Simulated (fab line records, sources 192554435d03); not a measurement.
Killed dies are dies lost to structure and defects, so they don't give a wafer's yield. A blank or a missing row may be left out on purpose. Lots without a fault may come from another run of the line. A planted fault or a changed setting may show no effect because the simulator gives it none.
fab line records | flow n5_finfet
record lots=4 wafers=11 last_day=17
route steps=1938 shown SD_EPI_N@276 SD_EPI_P@295 SD_ACTIVATION@332 BEOL_M4@1111 PASSIVATION@1936
lots that met no fault: from a run of the same line without faults
start_h: hours from the record's first day to the start of the lot's first wafer shown | wait_h: hours since the lot's step before | " the same as in the row above | L1.1+2: a row that stands for several wafers | - no value, or no start given | * or withheld: withheld | < > ~ a bound
route shown NAME@n: a module of which the file shows steps, and the number in the route of the first | usual: mean/standard deviation of fault-free wafers | same: alike in all rows | chamber/n: place in a boat | sites: the reading at each site | _std_site: their standard deviation | _edge_site: outer sites' mean less inner sites' | radius_mm: how far each site lies from the wafer's centre | mask NAME#n: copy n | behind: the tool/chamber that last shaped the wafer | hold: why the lot was held/for how many hours/how that ended | device: the transistor (n, p or np) that didn't switch | end of line: the same wafers' tests at the end of the route | a step without rows: its recipe alone | killed: dies lost to structure and defects at the first sort, not the wafer's yield | map: a wafer's dies, x killed, . not, _ none there
set.NAME: the setting as run; set.NAME@STEP: as run at that earlier step | model.NAME: the simulator's own value behind a step, which no gauge read
lots at some steps of the route; a table a step, a row a wafer
services: from which hour (start_h, from the record's first day; less than 0 if before it) a tool's chamber was out of use, for how many hours, and why
## steps
# step N5_SD_EPI_N_STRIP_36
# recipe chemistry=N2/H2 temp_c=40 n2_flow_sccm=200 h2_flow_sccm=200 rf_frequency_hz=6e+07
# step N5_SD_EPI_N_ETCHBACK_44
# recipe chemistry=CH3F/O2 mode=anisotropic_etchback target=SiNx target_depth_a=145 stop_on=SiO2 over_etch_frac=0.3 ion_energy_ev=120 pressure_mtorr=30 source_w=395 bias_w=73 Ar_flow_sccm=150 CH3F_flow_sccm=30 O2_flow_sccm=20
# step N5_SD_EPI_N_ETCH_45
# recipe chemistry=CH3F/O2 target=SiOCN target_depth_a=60 mask_material=SOC ion_energy_ev=60 bias_w=29 pressure_mtorr=15 source_w=410 Ar_flow_sccm=150 CH3F_flow_sccm=30 O2_flow_sccm=20
# step N5_SD_EPI_N_ETCH_16
# recipe chemistry=CHF3/O2 target=SiO2 target_depth_a=50 mask_material=SOC pressure_mtorr=30 source_w=650 bias_w=170 Ar_flow_sccm=200 CHF3_flow_sccm=50 O2_flow_sccm=5 ion_energy_ev=200
# step N5_SD_EPI_N_STRIP_47
# recipe chemistry=CHF3/O2 resist=SiARC rf_frequency_hz=6e+07
# step N5_SD_EPI_N_SD_RECESS_17
# recipe chemistry=HBr/Cl2/O2 target_depth_a=410 mask_material=SOC time_s=23.7 bt_time_s=3 pressure_mtorr=10 icp_w=800 bias_w=112 HBr_flow_sccm=150 Cl2_flow_sccm=80 O2_flow_sccm=12
# step N5_SD_EPI_N_STRIP_38
# recipe chemistry=N2/H2 power_w=1000 temp_c=250 h2_frac=0.65 overash_fraction=0.3 pressure_mtorr=withheld n2_flow_sccm=1750 h2_flow_sccm=3250
# step N5_SD_EPI_N_WET_ETCH_43
# recipe chemistry=dHF dilution=withheld time_s=14 target=SiO2 target_depth_a=15 temp_c=25
# step N5_SD_EPI_N_STRIP_18
# recipe chemistry=SPM time_s=750 temp_c=130 h2so4_h2o2_vol_ratio=4
# step N5_SD_EPI_N_SRD_20
# recipe dry=ipa_marangoni do_ppb=5 time_s=30 temp_c=23 rinse_liquid=diw
# step N5_SD_EPI_N_PRECLEAN_48
# recipe chemistry=NF3:NH3 afs_cycles=2 temp_c=30 time_s=20 sublimation_temp_c=180 sublimation_time_s=60 pressure_torr=3 rf_power_w=30
# step N5_SD_EPI_N_VAPOR_ETCH_50
# recipe chemistry=HCl target=Si temp_c=775 time_s=54 pressure_torr=20 mode=isotropic
# step N5_SD_EPI_N_EPI_21
# recipe material=Si:P dopant=P temp_c=680 pressure_torr=255 time_s=690
# usual epi_growth_time_s=690/0
# columns lot.wafer tool chamber start_h wait_h epi_growth_time_s model.Si-P_of_SD_EPI_N_EPI_21.thk_nm
L678.1 epi_rpcvd-04 0 107.04 0.1 690 59.6
L678.3 " 0 " " 690 59.6
L678.5 " 0 " " 690 59.4
L683.4 epi_rpcvd-04 0 135.93 0.9 789.81 65.6
L683.5 " 0 " " 789.81 64.8
L684.2 epi_rpcvd-04 0 141.95 0.4 690 59.8
L684.5 " 0 " " 789.81 65.4
L684.6 " 0 " " 690 59.8
L689.1 epi_rpcvd-01 0 171.68 0.1 690 60.2
L689.2 " 0 " " 690 60.2
L689.5 " 0 " " 690 60.8
# step N5_SD_EPI_N_EPI_MEAS_23
# recipe mode=xrd
# usual thk_nm=59.0/1.1
# columns lot.wafer tool chamber start_h wait_h thk_nm
L678.1 film_metro-02 - 108.75 1.4 61.2
L678.3 " - " " 61.5
L678.5 " - " " 59.7
L683.4 film_metro-01 - 136.83 0.6 66.8
L683.5 " - " " 64.6
L684.2 film_metro-02 - 143.40 1.2 58.1
L684.5 " - " " 64.9
L684.6 " - " " 59.9
L689.1 film_metro-01 - 173.41 1.5 61.0
L689.2 " - " " 59.8
L689.5 " - " " 61.9
# step N5_SD_EPI_N_PRECLEAN_24
# recipe chemistry=O3/DIW time_s=60 temp_c=22 o3_ppm=10
# step N5_SD_EPI_N_SRD_25
# recipe time_s=30 temp_c=23 rinse_liquid=diw dry=ipa_marangoni
# step N5_SD_EPI_N_PRECLEAN_49
# recipe chemistry=NF3:NH3 afs_cycles=1 temp_c=30 time_s=20 sublimation_temp_c=180 sublimation_time_s=60 pressure_torr=3 rf_power_w=30
# step N5_SD_EPI_N_LINER_46
# recipe material=SiNx target_thk_a=30 temp_c=400 ald_precursor_family=SiH2I2 ald_co_reactant=N2/H2-plasma pressure_torr=2
# step N5_SD_EPI_P_COAT_34
# recipe resist=SOC temp_c=250 time_s=60 spin_rpm=1500 resist_thk_nm=350
# step N5_SD_EPI_P_COAT_35
# recipe resist=SiARC temp_c=220 time_s=60 spin_rpm=1500 resist_thk_nm=35
# step N5_SD_EPI_P_COAT_03
# recipe resist=CAR-ArF-block spin_rpm=1500 resist_thk_nm=150
# step N5_SD_EPI_P_EBR_05
# recipe solvent=PGMEA ebr_width_mm=1.5
# step N5_SD_EPI_P_SOFTBAKE_04
# recipe temp_c=110 time_s=60 resist=CAR-ArF-block
# step N5_SD_EPI_P_EXPOSE_06
# recipe mask_id=SD_P_BLK na=1.35 source_shape=conventional sigma_outer=0.8 polarization=unpolarized target_cd_nm=240 dose_mj=39.5
# step N5_SD_EPI_P_PEB_07
# recipe peb_temp_c=110 peb_time_s=60 resist=CAR-ArF-block
# step N5_SD_EPI_P_DEVELOP_08
# recipe develop_time_s=30 developer=TMAH resist=CAR-ArF-block dev_temp_c=23 rinse_liquid=diw dry=air_spin
# step N5_SD_EPI_P_DESCUM_14
# recipe chemistry=O2 time_s=7.9 source_power_w=50 bias_power_w=20 pressure_mtorr=20 rf_frequency_hz=2.712e+07 temp_c=40 resist=CAR-ArF-block o2_flow_sccm=225
# step N5_SD_EPI_P_ETCH_36
# recipe chemistry=CF4 target=SiARC target_depth_a=455 mask_material=CAR-ArF-block time_s=75.8 ion_energy_ev=80 pressure_mtorr=40 source_w=545 bias_w=36 Ar_flow_sccm=100 cf4_flow_sccm=100 ends=cleared
# step N5_SD_EPI_P_ETCH_37
# recipe chemistry=N2/H2 target=SOC overetch_a=1080 mask_material=SiARC temp_c=40 ion_energy_ev=100 source_w=3000 bias_w=133 pressure_mtorr=20 time_s=486 n2_flow_sccm=200 h2_flow_sccm=200 ends=end_point
# step N5_SD_EPI_P_STRIP_38
# recipe chemistry=N2/H2 temp_c=40 n2_flow_sccm=200 h2_flow_sccm=200 rf_frequency_hz=6e+07
# step N5_SD_EPI_P_ETCHBACK_46
# recipe chemistry=CH3F/O2 mode=anisotropic_etchback target=SiNx target_depth_a=175 stop_on=SiO2 over_etch_frac=0.3 ion_energy_ev=120 pressure_mtorr=30 source_w=395 bias_w=73 Ar_flow_sccm=150 CH3F_flow_sccm=30 O2_flow_sccm=20
# step N5_SD_EPI_P_ETCH_47
# recipe chemistry=CH3F/O2 target=SiOCN target_depth_a=250 mask_material=SOC ion_energy_ev=60 bias_w=29 pressure_mtorr=30 source_w=410 Ar_flow_sccm=150 CH3F_flow_sccm=30 O2_flow_sccm=20
# step N5_SD_EPI_P_ETCH_16
# recipe chemistry=CHF3/O2 target=SiO2 target_depth_a=50 mask_material=SOC pressure_mtorr=30 source_w=650 bias_w=170 Ar_flow_sccm=200 CHF3_flow_sccm=50 O2_flow_sccm=5 ion_energy_ev=200
# step N5_SD_EPI_P_STRIP_50
# recipe chemistry=CHF3/O2 resist=SiARC rf_frequency_hz=6e+07
# step N5_SD_EPI_P_SD_RECESS_17
# recipe chemistry=HBr/Cl2/O2 target_depth_a=391 bt_time_s=3 pressure_mtorr=10 icp_w=800 bias_w=112 HBr_flow_sccm=150 Cl2_flow_sccm=80 O2_flow_sccm=12
# step N5_SD_EPI_P_WET_ETCH_45
# recipe chemistry=dHF dilution=withheld time_s=10.7 target=SiO2 target_depth_a=20 temp_c=25 dry=ipa_marangoni rinse_time_s=30 rinse_temp_c=23
# step N5_SD_EPI_P_STRIP_40
# recipe chemistry=N2/H2 power_w=1000 temp_c=250 h2_frac=0.65 overash_fraction=0.3 pressure_mtorr=withheld n2_flow_sccm=1750 h2_flow_sccm=3250
# step N5_SD_EPI_P_PRECLEAN_52
# recipe chemistry=O3/DIW time_s=60 temp_c=22 o3_ppm=10
# step N5_SD_EPI_P_PRECLEAN_24
# recipe chemistry=O3/DIW time_s=45 temp_c=22 o3_ppm=10
# same time_s=45
# columns lot.wafer tool chamber start_h wait_h model.Si-P_of_SD_EPI_N_EPI_21.thk_nm
L678.1+3 wet_bench-05 3,5 113.62 0.0 58.8
L678.5 " 4 " " 58.6
L683.4 wet_bench-05 5 142.60 0.0 64.6
L683.5 " 3 " " 63.8
L684.2+6 wet_bench-05 3,5 149.20 0.0 59
L684.5 " 6 " " 64.4
L689.1+2 wet_bench-03 6,1 178.20 0.0 59.4
L689.5 " 0 " " 60
# step N5_SD_ACTIVATION_RS_MEAS_03
# recipe thk_meas_gauge=four-point-probe
# usual RS_SD_N=21.9/0.3 RS_SD_P=55.8/0.77
# columns lot.wafer tool chamber start_h wait_h RS_SD_N[ohm/sq] RS_SD_P[ohm/sq]
L678.1 film_metro-02 - 114.14 0.2 21.5 55.2
L678.3 " - " " 21.4 55.4
L678.5 " - " " 21.7 56.2
L683.4 film_metro-01 - 143.18 0.1 19.8 56.9
L683.5 " - " " 19.9 56.6
L684.2 film_metro-01 - 149.72 0.2 21.9 56.8
L684.5 " - " " 20.0 57.3
L684.6 " - " " 21.8 56.8
L689.1 film_metro-02 - 178.70 0.2 21.4 55.8
L689.2 " - " " 21.5 55.1
L689.5 " - " " 21.3 55.6
# step N5_BEOL_M4_RC_MEAS_101
# usual DIBL_N=36.5/2 DIBL_P=36.5/2.3 IOFF_N=0.16/0.036 IOFF_P=0.21/0.037 ION_N=672/12 ION_P=459/7.1 RS_SD_N=28.5/0.38 SS_N=71.6/0.73 SS_P=73.4/0.76 VT_N=250/3.3 VT_P=-250.5/2.9
# columns lot.wafer tool chamber start_h wait_h DIBL_N[mV/V] DIBL_P[mV/V] IOFF_N[nA/um] IOFF_P[nA/um] ION_N[uA/um] ION_P[uA/um] RS_SD_N[ohm/sq] SS_N[mV/dec] SS_P[mV/dec] VT_N[mV] VT_P[mV]
L678.1 prober-02 0 229.43 0.0 35.0 35.5 0.13 0.18 672 459 27.9 71.7 72.7 250 -250.2
L678.3 " 0 " " 32.3 32.5 0.11 0.15 662 457 28.2 71.0 72.0 253 -253.1
L678.5 " 0 " " 35.6 37.0 0.16 0.22 679 464 28.1 71.3 73.5 247 -247.0
L683.4 prober-02 0 258.07 0.5 40.2 39.0 0.22 0.25 651 444 25.4 73.9 73.9 249 -250.4
L683.5 " 0 " " 37.8 38.2 0.16 0.24 650 452 25.9 72.4 73.2 253 -251.2
L684.2 prober-01 0 263.44 0.2 35.1 37.3 0.15 0.19 672 458 28.2 71.6 73.6 249 -253.4
L684.5 " 0 " " 35.8 37.3 0.15 0.18 663 446 26.0 71.5 72.8 252 -254.1
L684.6 " 0 " " 32.5 34.1 0.11 0.15 664 455 28.2 70.5 72.5 251 -255.7
L689.1 prober-02 0 297.75 0.0 35.9 35.4 0.14 0.17 673 456 28.2 71.2 73.2 253 -256.2
L689.2 " 0 " " 36.1 36.0 0.13 0.18 663 453 28.0 71.7 72.7 254 -255.0
L689.5 " 0 " " 37.2 37.3 0.16 0.20 682 459 27.7 71.3 73.0 251 -253.5
# step N5_PASSIVATION_PROBE_49
# usual defect_limited_yield=91.4/1.4 killed_at_M0_to_M3=33/11 killed_at_M4_up=13/5.3 killed_at_contacts=13/6.1 killed_at_front_end=40/11 killed_at_other=2.9/2.7 killed_dies=102/17 killed_on_rim=14/4.2 killed_open=68/13 killed_short=32/7.5 sort_bin_5_function=5.1/0.98 sort_bin_6_memory=3.2/0.69 sort_bin_8_speed=0.1/1.1 sort_n_pass=1077/21 sort_yield_pct=91.3/1.7
# same gross_dies=1180 killed_at_back_side=0 sort_bin_4_leakage[%]=0
# columns lot.wafer tool chamber start_h wait_h defect_limited_yield[%] killed_at_M0_to_M3 killed_at_M4_up killed_at_contacts killed_at_front_end killed_at_other killed_dies killed_on_rim killed_open killed_short sort_bin_5_function[%] sort_bin_6_memory[%] sort_bin_8_speed[%] sort_n_pass sort_yield_pct[%]
L684.2 prober-02 - 391.87 0.1 91.7 30 15 9 37 7 98 12 75 22 4.7 3.5 0 1082 91.7
L684.5 prober-02 - 392.02 0.2 88.2 55 17 9 46 12 139 15 87 51 6.3 4.8 0 1041 88.2
L684.6 prober-02 - 392.07 0.3 89.6 52 13 11 39 8 123 19 75 47 6.4 3.6 0 1057 89.6
L689.1 prober-01 - 408.97 0.0 92.3 34 9 18 21 9 91 10 68 22 4.6 3.1 0 1089 92.3
L689.2 prober-01 - 409.02 0.1 90.3 53 9 16 33 4 115 18 84 30 5.3 4.2 0 1065 90.3
L689.5 prober-01 - 409.17 0.2 90.4 45 20 21 26 1 113 11 82 28 6.1 3.3 0 1067 90.4
# killed by level:class
L684.2 BEOL_M3:geometric_particle:open=10 MOL_CONTACT_COAG:geometric_particle:open=9 STI_FIN_REVEAL:geometric_particle:open=8 BEOL_M0_SAQP:geometric_particle:open=7 BEOL_M2:geometric_particle:open=6 FIN_SAQP:geometric_particle:open=5 DUMMY_GATE:geometric_particle:open=5 MIM_TOP_ETCH:geometric_particle:short=5
L684.5 BEOL_M0_SAQP:geometric_particle:short=13 BEOL_M1:geometric_particle:open=13 BEOL_M3:geometric_particle:open=9 MOL_CONTACT_COAG:geometric_particle:open=8 BEOL_M0_SAQP:geometric_particle:open=8 FIN_SAQP:geometric_particle:short=7 STARTING-WAFER:geometric_particle:open=7 FIN_SAQP:geometric_particle:open=6
L684.6 BEOL_M3:geometric_particle:open=14 STI_FIN_REVEAL:geometric_particle:open=12 BEOL_M0_SAQP:geometric_particle:open=12 BEOL_M0_SAQP:geometric_particle:short=10 MOL_CONTACT_COAG:geometric_particle:open=7 FIN_SAQP:geometric_particle:open=6 FIN_SAQP:geometric_particle:short=6 GATE_CUT:geometric_particle:short=6
L689.1 MOL_CONTACT_COAG:geometric_particle:open=17 STI_FIN_REVEAL:geometric_particle:open=9 BEOL_M0_SAQP:geometric_particle:open=9 BEOL_M0_SAQP:geometric_particle:short=6 PASS1_CAP:geometric_particle:open=6 BEOL_M1:geometric_particle:open=5 BEOL_M2:geometric_particle:open=4 BEOL_M3:geometric_particle:open=4
L689.2 BEOL_M2:geometric_particle:open=14 MOL_CONTACT_COAG:geometric_particle:open=12 BEOL_M1:geometric_particle:open=12 STI_FIN_REVEAL:geometric_particle:open=11 BEOL_M0_SAQP:geometric_particle:open=10 BEOL_M0_SAQP:geometric_particle:short=8 DUMMY_GATE:geometric_particle:open=5 BEOL_M3:geometric_particle:open=4
L689.5 MOL_CONTACT_COAG:geometric_particle:open=17 BEOL_M4:geometric_particle:open=11 BEOL_M0_SAQP:geometric_particle:short=9 BEOL_M1:geometric_particle:open=9 BEOL_M2:geometric_particle:open=8 BEOL_M0_SAQP:geometric_particle:open=7 BEOL_M3:geometric_particle:open=6 STI_FIN_REVEAL:geometric_particle:open=5
## services
# columns tool chamber start_h hours kind
epi_rpcvd-01 - 117.72 2.0 repair
## key
first_sign step=N5_SD_EPI_N_EPI_21 reading=epi_growth_time_s direction=up sigmas=99+ usual=* struck=*
effect step=N5_SD_EPI_N_EPI_MEAS_23 reading=thk_nm direction=up sigmas=5.6 usual=* struck=*
effect step=N5_SD_ACTIVATION_RS_MEAS_03 reading=RS_SD_N direction=down sigmas=6.7 usual=21.9 struck=19.9
effect step=N5_BEOL_M4_RC_MEAS_101 reading=RS_SD_N direction=down sigmas=7.2 usual=28.5 struck=25.8
model_effect step=N5_SD_EPI_N_EPI_21 value=Si-P_of_SD_EPI_N_EPI_21.thk_nm without=59.4 struck=65.27
model_effect step=N5_SD_EPI_P_PRECLEAN_24 value=Si-P_of_SD_EPI_N_EPI_21.thk_nm without=58.47 struck=64.27
met_at N5_SD_EPI_N_EPI_21
struck_wafers L683.4,L683.5,L684.5
onset_between 107.04 135.93
fault kind=process_parameter_drift tool=epi_rpcvd-04 chamber=- onset_h=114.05 steps=N5_SD_EPI_N_EPI_21 channel=epi_growth_time_s offset=* shape=step end_h=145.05 scope=struck_wafers_only stated=*
